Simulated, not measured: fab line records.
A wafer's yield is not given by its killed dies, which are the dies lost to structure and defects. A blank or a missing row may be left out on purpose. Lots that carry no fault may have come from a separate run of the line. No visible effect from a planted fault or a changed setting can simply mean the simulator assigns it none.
Chamber matching    flow nandHarc    4 sister chambers for NHARC_P_M1_ETCH_35 on rieDiel-01
The step etches the open film in N2/H2, target depth 40 nm, overetch 12 nm, time 43.94 s. 7 wafers are shown with their chamber, then 7 later ones without.

EACH WAFER AND ITS CHAMBER
wafer   chamber  rfVppV (V)  throttleValvePct (%)
L083.5  0        431.4       14.167
L083.6  1        427.2       14.181
L085.4  2        431.1       14.160
L085.5  3        432.7       14.174
L085.6  0        430.5       14.187
L086.2  3        431.4       14.179
L086.4  1        425.3       14.185

WAFERS MISSING THEIR CHAMBER
wafer   rfVppV (V)  throttleValvePct (%)
L086.6  430.6       14.182
L089.2  426.5       14.177
L089.3  430.7       14.180
L089.6  431.7       14.172
L096.2  430.8       14.171
L096.5  431.3       14.162
L096.6  426.4       14.170

WHICH CHAMBER EACH ONE RAN IN
wafer   from the rows above           in truth
L086.6  can't be placed: 0 or 3 or 2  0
L089.2  1                             1
L089.3  can't be placed: 0 or 3 or 2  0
L089.6  can't be placed: 3 or 0 or 2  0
L096.2  can't be placed: 0 or 2 or 3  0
L096.5  can't be placed: 2 or 0 or 3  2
L096.6  1                             1
2 of 7 placed correctly. Not placeable from these rows: 5 (in 5, the candidates include the true chamber). 0 placed wrongly.
How it was worked out, from the rows above alone: a wafer's distance from a chamber is the root of the sum, over the readings, of the square of ((its reading less the chamber's mean) divided by the reading's scatter). If the next closest chamber is less than 2 further off than the closest, the wafer can't be placed; otherwise it belongs to the closest. A chamber's mean is the mean of its shown wafers. The scatter is the square root of a quotient: the sum, over the shown wafers, of each reading's squared deviation from its chamber's mean, divided by wafers minus chambers.
